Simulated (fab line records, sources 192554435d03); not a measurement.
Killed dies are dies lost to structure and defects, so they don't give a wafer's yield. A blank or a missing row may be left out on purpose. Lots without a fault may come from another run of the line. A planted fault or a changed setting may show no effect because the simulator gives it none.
fab line records | flow n5_finfet
record lots=10 wafers=30 last_day=18
route steps=1938 shown MOL_CONTACT_COAG@562 BEOL_M4@1111
lots that met no fault: from a run of the same line without faults
start_h: hours from the record's first day to the start of the lot's first wafer shown | wait_h: hours since the lot's step before | " the same as in the row above | L1.1+2: a row that stands for several wafers | - no value, or no start given | * or withheld: withheld | < > ~ a bound
route shown NAME@n: a module of which the file shows steps, and the number in the route of the first | usual: mean/standard deviation of fault-free wafers | same: alike in all rows | chamber/n: place in a boat | sites: the reading at each site | _std_site: their standard deviation | _edge_site: outer sites' mean less inner sites' | radius_mm: how far each site lies from the wafer's centre | mask NAME#n: copy n | behind: the tool/chamber that last shaped the wafer | hold: why the lot was held/for how many hours/how that ended | device: the transistor (n, p or np) that didn't switch | end of line: the same wafers' tests at the end of the route | a step without rows: its recipe alone | killed: dies lost to structure and defects at the first sort, not the wafer's yield | map: a wafer's dies, x killed, . not, _ none there
set.NAME: the setting as run; set.NAME@STEP: as run at that earlier step | model.NAME: the simulator's own value behind a step, which no gauge read
steps of the route over a sample of lots; a table a step, a row a wafer
services: from which hour (start_h, from the record's first day; less than 0 if before it) a tool's chamber was out of use, for how many hours, and why
## steps
# step N5_MOL_CONTACT_COAG_ALD_123
# recipe material=SiNx target_thk_a=50 temp_c=400 ald_precursor_family=SiH2I2 ald_co_reactant=N2/H2-plasma pulse_time_s=1 purge_time_s=2 co_reactant_purge_time_s=2 ald_cycles=100 pressure_torr=2
# usual heater_power_outer_w=535/59 heater_power_w=862/82 precursor_pulse_height_rel=1.003/0.019
# columns lot.wafer tool chamber start_h wait_h heater_power_outer_w heater_power_w precursor_pulse_height_rel
L275.1 ald_sin-03 1 110.40 0.0 577 918 0.990
L275.4 " 2 " " 556 820 1.008
L275.5 " 1 " " 566 905 0.995
L276.3 ald_sin-03 2 120.00 0.0 555 810 1.015
L276.5 " 0 " " 457 795 1.026
L276.6 " 1 " " 581 909 0.996
L277.1 ald_sin-04 0 131.31 0.0 624 1041 1.037
L277.2 " 3 " " 560 869 1.004
L277.5 " 1 " " 481 774 0.984
L278.2 ald_sin-04 3 132.38 0.0 560 843 1.003
L278.3 " 2 " " 538 851 1.004
L278.6 " 2 " " 528 853 1.015
L280.1 ald_sin-04 3 139.02 0.0 551 888 1.013
L280.3 " 1 " " 469 784 0.989
L280.6 " 3 " " 554 851 1.044
L284.1 ald_sin-04 1 162.36 0.0 479 774 1.037
L284.3 " 3 " " 572 893 1.005
L284.6 " 2 " " 527 857 1.000
L285.3 ald_sin-02 0 169.39 0.0 399 709 1.017
L285.4 " 3 " " 540 851 0.984
L285.5 " 1 " " 521 857 0.994
L291.1 ald_sin-03 0 203.99 0.2 432 790 0.994
L291.2 " 1 " " 567 900 0.996
L291.3 " 3 " " 494 813 1.009
L293.1 ald_sin-04 2 216.73 0.1 522 884 1.019
L293.4 " 0 " " 648 1005 0.996
L293.5 " 1 " " 486 776 0.999
L296.3 ald_sin-03 1 237.75 0.0 547 888 0.968
L296.5 " 0 " " 446 773 1.038
L296.6 " 1 " " 566 883 0.978
# step N5_MOL_CONTACT_COAG_ETCHBACK_135
# recipe chemistry=CHF3 target=SiO2 target_depth_a=250 time_s=16.7 ion_energy_ev=200 pressure_mtorr=30 source_w=610 bias_w=170 Ar_flow_sccm=200 CHF3_flow_sccm=50
# usual bias_w=170.0/0.57 drypump_motor_current_A=5.7/0.54 oes_product_au=0.78/0.059 rf_vpp_V=522/9.4 showerhead_plenum_p_Torr=2.38/0.064 throttle_valve_pct=18.76/0.26
# same time_s=16.7
# columns lot.wafer tool chamber start_h wait_h bias_w drypump_motor_current_A oes_product_au rf_hours_counter_h rf_vpp_V showerhead_plenum_p_Torr throttle_valve_pct
L275.1 rie_diel-01 0 112.25 0.0 169.5 5.3 0.89 24 507 2.43 18.67
L275.4 " 1 " " 169.8 5.4 0.85 48 523 2.44 18.61
L275.5 " 2 " " 169.7 5.1 0.81 - 538 2.31 18.63
L276.3 rie_diel-02 1 122.00 0.0 169.7 6.6 0.74 144 530 2.39 18.96
L276.5 " 2 " " 170.3 5.8 0.78 - 529 2.48 18.72
L276.6 " 1 " " 169.6 6.6 0.74 - 531 2.39 18.96
L277.1 rie_diel-01 0 132.87 0.0 170.9 5.3 0.89 32 509 2.43 18.70
L277.2 " 2 " " 170.3 5.1 0.81 79 537 2.30 18.64
L277.5 " 1 " " 169.4 5.5 0.85 - 521 2.43 18.63
L278.2 rie_diel-02 1 134.02 0.0 170.8 6.6 0.74 149 530 2.38 18.96
L278.3 " 3 " " 169.8 5.0 0.75 164 510 2.37 19.11
L278.6 " 0 " " 169.6 5.6 0.72 - 517 2.45 18.99
L280.1 rie_diel-01 0 140.59 0.0 170.9 5.3 0.88 35 510 2.43 18.72
L280.3 " 3 " " 169.9 6.3 0.83 49 517 2.42 18.24
L280.6 " 1 " " 169.9 5.5 0.84 - 522 2.43 18.63
L284.1 rie_diel-04 0 164.00 0.0 170.0 6.8 0.72 194 531 2.27 19.10
L284.3 " 1 " " 169.9 6.0 0.72 212 530 2.35 19.07
L284.6 " 3 " " 169.9 5.3 0.76 - 527 2.29 18.92
L285.3 rie_diel-01 0 170.90 0.0 169.6 5.3 0.87 44 508 2.42 18.73
L285.4 " 3 " " 171.0 6.2 0.82 58 515 2.42 18.29
L285.5 " 2 " " 170.5 5.2 0.79 - 538 2.30 18.65
L291.1 rie_diel-02 0 205.83 0.0 170.3 5.6 0.70 248 518 2.44 19.04
L291.2 " 3 " " 170.0 5.0 0.73 189 510 2.36 19.15
L291.3 " 1 " " 169.7 6.6 0.72 173 529 2.37 18.99
L293.1 rie_diel-04 3 218.26 0.0 169.7 5.3 0.74 181 526 2.28 18.94
L293.4 " 0 " " 170.6 6.8 0.71 214 528 2.26 19.15
L293.5 " 1 " " 170.1 6.0 0.70 - 528 2.34 19.11
L296.3 rie_diel-01 2 239.44 0.0 169.2 5.2 0.78 111 536 2.29 18.67
L296.5 " 3 " " 170.6 6.2 0.78 - 514 2.41 18.30
L296.6 " 2 " " 170.0 5.2 0.78 - 535 2.29 18.67
# step N5_MOL_CONTACT_COAG_COAT_64
# recipe resist=underlayer temp_c=205 time_s=60 spin_rpm=1500 resist_thk_nm=10
# usual spin_speed_rpm=1500.1/0.96
# same time_s=60
# columns lot.wafer tool chamber start_h wait_h spin_speed_rpm
L275.1 litho_track-01 0 112.66 - 1500.1
L275.4 " 0 " " 1498.8
L275.5 " 0 " " 1499.1
L276.3 litho_track-04 0 122.41 - 1501.2
L276.5 " 0 " " 1501.7
L276.6 " 0 " " 1500.5
L277.1 litho_track-04 0 133.49 - 1500.7
L277.2 " 0 " " 1501.4
L277.5 " 0 " " 1503.2
L278.2 litho_track-04 0 134.43 - 1499.3
L278.3 " 0 " " 1498.8
L278.6 " 0 " " 1498.0
L280.1 litho_track-04 0 141.00 - 1500.7
L280.3 " 0 " " 1500.1
L280.6 " 0 " " 1502.3
L284.1 litho_track-01 0 164.41 - 1500.4
L284.3 " 0 " " 1501.2
L284.6 " 0 " " 1500.2
L285.3 litho_track-04 0 171.31 - 1499.2
L285.4 " 0 " " 1499.3
L285.5 " 0 " " 1500.6
L291.1 litho_track-01 0 206.25 - 1591.6
L291.2 " 0 " " 1592.5
L291.3 " 0 " " 1590.7
L293.1 litho_track-01 0 218.67 - 1592.0
L293.4 " 0 " " 1590.3
L293.5 " 0 " " 1592.9
L296.3 litho_track-04 0 239.85 - 1499.6
L296.5 " 0 " " 1499.9
L296.6 " 0 " " 1500.7
# step N5_MOL_CONTACT_COAG_OVL_MEAS_41
# recipe points_per_wafer=522
# usual VD_OVL=0.0/0.67
# same points_per_wafer=522
# columns lot.wafer tool chamber start_h wait_h VD_OVL[nm]
L275.1 overlay-01 0 112.97 0.0 0.7
L275.4 " 0 " " 0.6
L275.5 " 0 " " 0.9
L276.3 overlay-01 0 122.86 0.0 -0.4
L276.5 " 0 " " -0.9
L276.6 " 0 " " 0.7
L277.1 overlay-02 0 133.92 0.0 0.7
L277.2 " 0 " " -0.5
L277.5 " 0 " " 0.2
L278.2 overlay-02 0 134.87 0.0 -0.5
L278.3 " 0 " " -1.2
L278.6 " 0 " " 0.1
L280.1 overlay-02 0 141.43 0.0 1.1
L280.3 " 0 " " 0.9
L280.6 " 0 " " -0.2
L284.1 overlay-01 0 164.86 0.0 -1.4
L284.3 " 0 " " -0.4
L284.6 " 0 " " -1.0
L285.3 overlay-02 0 171.75 0.0 -0.9
L285.4 " 0 " " 0.2
L285.5 " 0 " " 0.5
L291.1 overlay-02 0 206.68 0.0 -0.5
L291.2 " 0 " " 0.6
L291.3 " 0 " " -0.2
L293.1 overlay-02 0 219.10 0.0 -0.6
L293.4 " 0 " " -0.8
L293.5 " 0 " " -0.5
L296.3 overlay-02 0 240.29 0.0 0.7
L296.5 " 0 " " -0.7
L296.6 " 0 " " -0.2
# step N5_BEOL_M4_RC_MEAS_101
# usual DIBL_N=36.4/1.7 DIBL_P=36.4/2.1 IOFF_N=0.16/0.035 IOFF_P=0.21/0.035 ION_N=680/11 ION_P=465/6.8 SS_N=71.5/0.58 SS_P=73.2/0.72 VT_N=249/3.6 VT_P=-250/3.1
# columns lot.wafer tool chamber start_h wait_h DIBL_N[mV/V] DIBL_P[mV/V] IOFF_N[nA/um] IOFF_P[nA/um] ION_N[uA/um] ION_P[uA/um] SS_N[mV/dec] SS_P[mV/dec] VT_N[mV] VT_P[mV]
L275.1 prober-01 0 181.62 0.0 36.0 37.7 0.17 0.24 685 469 71.2 73.6 248 -250
L275.4 " 0 " " 35.2 36.5 0.16 0.22 686 471 71.3 73.5 249 -250
L275.5 " 0 " " 37.9 39.5 0.22 0.28 693 476 72.1 74.4 247 -246
L276.3 prober-01 0 191.48 0.3 35.5 36.7 0.17 0.22 701 472 71.6 73.9 246 -246
L276.5 " 0 " " 36.5 37.4 0.20 0.23 691 463 71.4 73.5 246 -246
L276.6 " 0 " " 34.6 35.5 0.16 0.19 686 464 71.5 73.5 250 -251
L278.2 prober-02 0 209.50 0.2 37.9 39.1 0.19 0.23 686 461 72.5 74.7 247 -251
L278.3 " 0 " " 35.0 34.9 0.13 0.17 666 458 70.4 73.3 255 -254
L278.6 " 0 " " 37.2 37.8 0.16 0.21 669 459 71.7 73.2 251 -252
L277.1 prober-02 0 213.96 0.0 35.7 37.8 0.17 0.19 678 457 71.7 73.8 250 -254
L277.2 " 0 " " 34.6 35.9 0.14 0.17 662 451 71.5 73.2 252 -256
L277.5 " 0 " " 36.0 37.8 0.18 0.20 680 459 71.9 74.4 247 -251
L280.1 prober-02 0 216.23 0.0 36.7 38.2 0.19 0.24 682 472 72.0 74.0 244 -249
L280.3 " 0 " " 32.4 33.1 0.12 0.16 671 461 71.7 72.1 254 -253
L280.6 " 0 " " 36.7 37.7 0.19 0.23 682 465 71.5 73.9 246 -250
L284.1 prober-02 0 233.07 0.0 37.5 39.5 0.18 0.23 680 463 71.6 74.5 249 -249
L284.3 " 0 " " 37.0 37.7 0.16 0.20 662 456 71.4 73.6 250 -251
L284.6 " 0 " " 38.2 39.3 0.19 0.22 677 458 71.7 74.7 247 -249
L285.3 prober-01 0 247.19 0.3 35.3 34.5 0.14 0.18 679 463 71.1 72.3 250 -252
L285.4 " 0 " " 35.7 34.5 0.15 0.20 679 461 71.2 72.8 248 -249
L285.5 " 0 " " 36.4 34.9 0.16 0.20 678 459 71.6 73.1 247 -252
L291.1 prober-02 0 278.91 0.0 34.0 33.9 0.12 0.15 664 457 71.4 72.0 256 -253
L291.2 " 0 " " 37.2 36.5 0.16 0.19 674 458 71.8 72.7 250 -252
L291.3 " 0 " " 35.8 35.5 0.14 0.18 676 464 70.8 72.2 252 -255
L293.1 prober-01 0 302.39 0.0 36.7 38.0 0.19 0.23 681 460 71.7 73.4 245 -249
L293.4 " 0 " " 35.4 35.9 0.17 0.19 684 460 71.5 73.1 246 -253
L293.5 " 0 " " 35.4 36.5 0.18 0.19 690 466 71.6 73.5 248 -254
L296.3 prober-01 0 309.77 0.3 36.0 36.2 0.16 0.23 678 470 71.7 72.8 248 -249
L296.5 " 0 " " 34.6 33.8 0.12 0.19 665 464 71.1 72.1 252 -251
L296.6 " 0 " " 38.6 39.1 0.21 0.28 692 469 72.3 74.4 247 -247
## services
# columns tool chamber start_h hours kind
ald_sin-04 - 94.92 28.1 pm
ald_sin-02 0 99.48 - clean
ald_sin-02 1 99.48 - clean
ald_sin-02 2 99.48 - clean
ald_sin-02 3 99.48 - clean
rie_diel-04 0 143.65 8.5 repair
litho_track-01 - 166.82 - consumable_replace:filter
ald_sin-03 - 177.71 14.0 pm
ald_sin-03 0 177.71 15.3 vent_cycle
ald_sin-03 1 177.71 15.3 vent_cycle
ald_sin-03 2 177.71 31.7 vent_cycle
ald_sin-03 3 177.71 15.3 vent_cycle
rie_diel-02 0 211.43 - clean
rie_diel-02 0 211.43 - consumable_replace:focus_ring
rie_diel-02 0 211.43 15.1 scheduled_down
rie_diel-02 0 211.43 15.1 vent_cycle
ald_sin-02 3 219.01 84.8 repair
rie_diel-01 - 226.88 11.4 repair
## key
first_sign step=N5_MOL_CONTACT_COAG_COAT_64 reading=spin_speed_rpm direction=up sigmas=96 usual=* struck=*
effect none on later readings
met_at N5_MOL_CONTACT_COAG_COAT_64
struck_lots L291,L293
not_acting_at N5_MOL_CONTACT_COAG_ALD_123,N5_MOL_CONTACT_COAG_ETCHBACK_135,N5_MOL_CONTACT_COAG_OVL_MEAS_41
onset_between 164.41 206.25
fault kind=process_parameter_drift tool=litho_track-01 chamber=- onset_h=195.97 steps=N5_MOL_CONTACT_COAG_COAT_64 channel=spin_rpm offset=* shape=step end_h=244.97 acts_in=* stated=*
